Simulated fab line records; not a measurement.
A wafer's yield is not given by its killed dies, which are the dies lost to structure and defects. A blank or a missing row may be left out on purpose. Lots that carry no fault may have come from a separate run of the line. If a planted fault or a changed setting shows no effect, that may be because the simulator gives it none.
Chamber matching + flow nand harc + 4 sister chambers for NHARC_A_M1_STRIP_18 on rie diel-13
The step strips in N2/H2. 18 wafers are shown with their chamber, then 9 later ones without.

WAFERS WITH THEIR CHAMBER
| wafer  | chamber | drypump motor current A (A) | oes product au (a.u.) | rf vpp V (V) |
|--------|---------|-----------------------------|-----------------------|--------------|
| L075.2 | 2       | 5.2                         | 1.001                 | 88.8         |
| L075.4 | 1       | 5.9                         | 1.006                 | 89.9         |
| L075.5 | 1       | 5.9                         | 1.012                 | 89.5         |
| L078.1 | 0       | 5.3                         | 0.995                 | 90.9         |
| L078.3 | 3       | 5.6                         | 1.004                 | 90.7         |
| L078.4 | 2       | 5.2                         | 0.993                 | 90.1         |
| L080.2 | 0       | 5.3                         | 0.997                 | 90.8         |
| L080.5 | 0       | 5.3                         | 0.998                 | 91.7         |
| L080.6 | 1       | 5.9                         | 1.001                 | 89.9         |
| L081.2 | 3       | 5.6                         | 1.011                 | 92.1         |
| L081.4 | 2       | 5.2                         | 0.994                 | 89.2         |
| L081.6 | 2       | 5.2                         | 0.998                 | 91.2         |
| L087.2 | 2       | 5.2                         | 0.993                 | 89.1         |
| L087.4 | 1       | 5.9                         | 0.996                 | 90.2         |
| L087.5 | 1       | 5.9                         | 1.008                 | 89.5         |
| L091.3 | 2       | 5.2                         | 1.000                 | 88.6         |
| L091.4 | 3       | 5.5                         | 1.019                 | 88.6         |
| L091.5 | 2       | 5.2                         | 0.991                 | 90.9         |

SIGNATURES (averages over the wafers above)
| reading                 | chamber 0 | chamber 1 | chamber 2 | chamber 3 | scatter within a chamber |
|-------------------------|-----------|-----------|-----------|-----------|--------------------------|
| drypump motor current A | 5.300     | 5.900     | 5.200     | 5.567     | 0.0218                   |
| oes product au          | 0.99667   | 1.00460   | 0.99571   | 1.01133   | 0.0051                   |
| rf vpp V                | 91.133    | 89.800    | 89.700    | 90.467    | 0.983                    |
Rule: for each reading, subtract the chamber's mean from the wafer's reading, divide by that reading's scatter and square the result; add these up over the readings and take the root, which gives the wafer's distance from the chamber. The wafer belongs to the nearest chamber; if the next one is less than 2 further off, it can't be placed. The scatter: the root of (the sum of the squares of (reading less its chamber's mean) over the shown wafers, divided by (wafers less chambers)).

WAFERS WITH NO CHAMBER GIVEN
| wafer  | drypump motor current A (A) | oes product au (a.u.) | rf vpp V (V) |
|--------|-----------------------------|-----------------------|--------------|
| L090.1 | 5.3                         | 0.994                 | 90.7         |
| L090.4 | 5.6                         | 1.014                 | 90.6         |
| L090.5 | 5.2                         | 0.987                 | 90.8         |
| L093.1 | 5.6                         | 1.007                 | 91.1         |
| L093.3 | 6.0                         | 1.006                 | 89.3         |
| L093.5 | 5.2                         | 1.011                 | 92.0         |
| L092.3 | 5.3                         | 0.995                 | 90.2         |
| L092.5 | 5.3                         | 1.009                 | 90.7         |
| L092.6 | 5.6                         | 1.021                 | 91.5         |

THE CHAMBER EACH PASSED THROUGH
| wafer  | from the rows above     | in truth                   |
|--------|-------------------------|----------------------------|
| L090.1 | 0                       | 0                          |
| L090.4 | 3                       | 3                          |
| L090.5 | 2                       | 2                          |
| L093.1 | 3                       | 3                          |
| L093.3 | 1                       | 1                          |
| L093.5 | can't be placed: 2 or 0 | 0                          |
| L092.3 | 0                       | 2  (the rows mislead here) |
| L092.5 | 0                       | 0                          |
| L092.6 | 3                       | 3                          |
Correctly placed: 7 of 9. Unplaceable from these rows: 1, with the true chamber sitting among the candidates in 1. 1 placed wrongly.
